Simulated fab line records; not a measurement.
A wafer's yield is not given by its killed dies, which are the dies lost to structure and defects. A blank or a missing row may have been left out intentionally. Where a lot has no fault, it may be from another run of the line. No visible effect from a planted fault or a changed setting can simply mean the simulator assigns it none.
A lot that was struck, set against a sound lot -- flow n5-finfet -- 39 steps out of a route of 1938
Sound: wafers L531.3, L531.5, L531.6. Struck: wafer L535.2 (left out: L535.1, L535.5 of the same lot, which were not struck); the cause appears at the end.
For every step that has rows: the tool of each side, followed by ch and its chambers, followed by its first start. Under that, the readings that differ: sound wafers -- struck wafers -- difference of the means -- sigmas: that difference in standard deviations of wafers without a fault.
alike: words and numbers the same on both sides, and readings whose means are apart by under 2 such deviations; not compared: readings that were withheld, readings missing a value for some wafer, numbers with overlapping values and no deviation given by the record, and bounds like >300 which may hide the same value.
The two part at a step that has a row with sigmas, a row that says differs or no value, or rows on one side only. Non-overlapping numbers with no deviation appear without sigmas and do not part them. Lack of a reading on every wafer of one side parts them only where that side has two or more wafers.

first, 9 steps without rows for these wafers: N5_DUMMY_GATE_PEB_13 (peb time 60 s); N5_DUMMY_GATE_DEVELOP_14 (develop time 30 s); N5_DUMMY_GATE_DESCUM_20 (chemistry O2, time 6.2 s); N5_DUMMY_GATE_ETCH_29 (etches underlayer in N2/H2, target depth 13 nm); N5_DUMMY_GATE_ETCH_36 (etches SiARC in CF4, target depth 13 nm); N5_DUMMY_GATE_ETCH_37 (etches SOC in N2/H2, target depth 60 nm, overetch 30 nm); N5_DUMMY_GATE_STRIP_38 (strips in N2/H2); N5_DUMMY_GATE_STRIP_39 (strips in N2/H2); N5_DUMMY_GATE_TRIM_49 (chemistry O2, time 29 s, target cd 14 nm).
N5_DUMMY_GATE_STRIP_40: strips in CF4.
  sound on rie-diel-02 ch 0,1, day 3 23:18; struck on rie-diel-02 ch 2, day 5 02:50
  alike: drypump-motor-current-A, oes-product-au, rf-vpp-V, showerhead-plenum-p-Torr, throttle-valve-pct
  not compared: rf-hours-counter-h
then, 13 steps without rows for these wafers: N5_DUMMY_GATE_ETCH_31 (etches SiO2 in C4F6/O2, target depth 82.5 nm, time 27.5 s); N5_DUMMY_GATE_STRIP_41 (strips in O2); N5_DUMMY_GATE_HM_OPEN_21 (chemistry CH3F/O2, target SiNx, target depth 120 nm, time 171.4 s); N5_DUMMY_GATE_ETCH_32 (etches SiO2 in CF4, target depth 3.5 nm, time 3.9 s); N5_DUMMY_GATE_ETCH_23 (etches poly-Si in HBr/Cl2/O2, target depth 41 nm, time 22.3 s); N5_DUMMY_GATE_ETCH_44 (etches poly-Si in HBr/O2, stops on SiO2, target depth 127.5 nm); N5_DUMMY_GATE_ETCH_42 (etches SiO2 in CHF3/O2, target depth 3.5 nm, time 31 s); N5_DUMMY_GATE_STRIP_48 (strips in N2/H2, time 20 s); N5_DUMMY_GATE_PRECLEAN_33 (cleans in dHF, time 10 s); N5_DUMMY_GATE_PRECLEAN_25 (cleans in O3/DIW, time 45 s); N5_DUMMY_GATE_PRECLEAN_51 (cleans in SC2, time 45 s); N5_DUMMY_GATE_SRD_26 (time 30 s); N5_DUMMY_GATE_UV_OZONE_45 (time 120 s).
N5_DUMMY_GATE_INSPECT_27: inspects for defects (brightfield).
  sound on defect-inspect-01, day 4 00:07; struck on defect-inspect-01, day 5 03:50
reading,sound,struck,difference,sigmas
raw-defect-count,302 392 398,1614,+1250,+14
then, 3 steps without rows for these wafers: N5_SPACER0_ALD_07 (deposits SiNx, target thk 2 nm); N5_SPACER0_ALD_00 (deposits SiOCN, target thk 3.5 nm, pulse time 3 s, purge time 2 s); N5_SPACER0_ALD_08 (deposits SiNx, target thk 2 nm).
N5_SPACER0_INSPECT_04: inspects for defects (darkfield).
  sound on defect-inspect-01, day 4 01:10; struck on defect-inspect-01, day 5 04:30
reading,sound,struck,difference,sigmas
raw-defect-count,159 157 181,1419,+1253,+38
then, 8 steps without rows for these wafers: N5_SD_EPI_N_COAT_32 (time 60 s, resist thk 350 nm); N5_SD_EPI_N_COAT_33 (time 60 s, resist thk 35 nm); N5_SD_EPI_N_COAT_03 (resist thk 150 nm); N5_SD_EPI_N_EBR_05; N5_SD_EPI_N_SOFTBAKE_04 (time 60 s); N5_SD_EPI_N_EXPOSE_06 (exposes mask SD N BLK, target cd 120 nm); N5_SD_EPI_N_PEB_07 (peb time 60 s); N5_SD_EPI_N_DEVELOP_08 (develop time 30 s).
N5_SD_EPI_N_INSPECT_11: inspects for defects (macro).
  sound on defect-inspect-02, day 4 01:37; struck on defect-inspect-02, day 5 04:57
reading,sound,struck,difference,sigmas
raw-defect-count,1 1 4,>300,differs,
-- here the record skips 5 days between the struck wafers' starts before and after, leaving off in module SD_EPI_N and picking up in module BEOL_M4 (first step shown: number 1111 of the route) --
N5_BEOL_M4_RC_MEAS_101:
  sound on prober-02 ch 0, day 8 17:28; struck on prober-01 ch 0, day 9 17:50
  alike: DIBL_N, DIBL_P, IOFF_N, IOFF_P, ION_N, ION_P, SS_N, SS_P, VT_N, VT_P
-- the record jumps here: 4 days lie between the struck wafers' starts before and after (it left off in module BEOL_M4 and takes up again in module PASSIVATION, whose first step shown is number 1936 of the route) --
N5_PASSIVATION_PROBE_49:
  sound on prober-02, day 13 05:16; struck on prober-02, day 14 01:58
reading,sound,struck,difference,sigmas
defect-limited-yield (%),90.9 90.4 90.8,87.5,-3.2,-2
killed_at_M0_to_M3,35 52 54,23,-24,-2
killed-at-front-end,42 35 33,114,+77,+7
killed-dies,107 113 108,147,+38,+3
killed-on-rim,15 14 13,25,+11,+3
killed-open,67 72 83,46,-28,-2
sort_bin_5_function (%),5.8 5.9 5.1,7.6,+2.0,+2
sort_bin_8_speed (%),0 0 0.08,0.08,+0.05,+3
sort-n-pass,1073 1067 1071,1033,-37,-2
sort-yield-pct (%),90.9 90.4 90.8,87.5,-3.2,-2
  alike: killed_at_M4_up, killed-at-contacts, killed-at-other, killed-short, sort_bin_6_memory

WHERE THEY PART
Last at N5_PASSIVATION_PROBE_49 as far as this record goes, first at N5_DUMMY_GATE_INSPECT_27.

WHY: what the simulator had put in
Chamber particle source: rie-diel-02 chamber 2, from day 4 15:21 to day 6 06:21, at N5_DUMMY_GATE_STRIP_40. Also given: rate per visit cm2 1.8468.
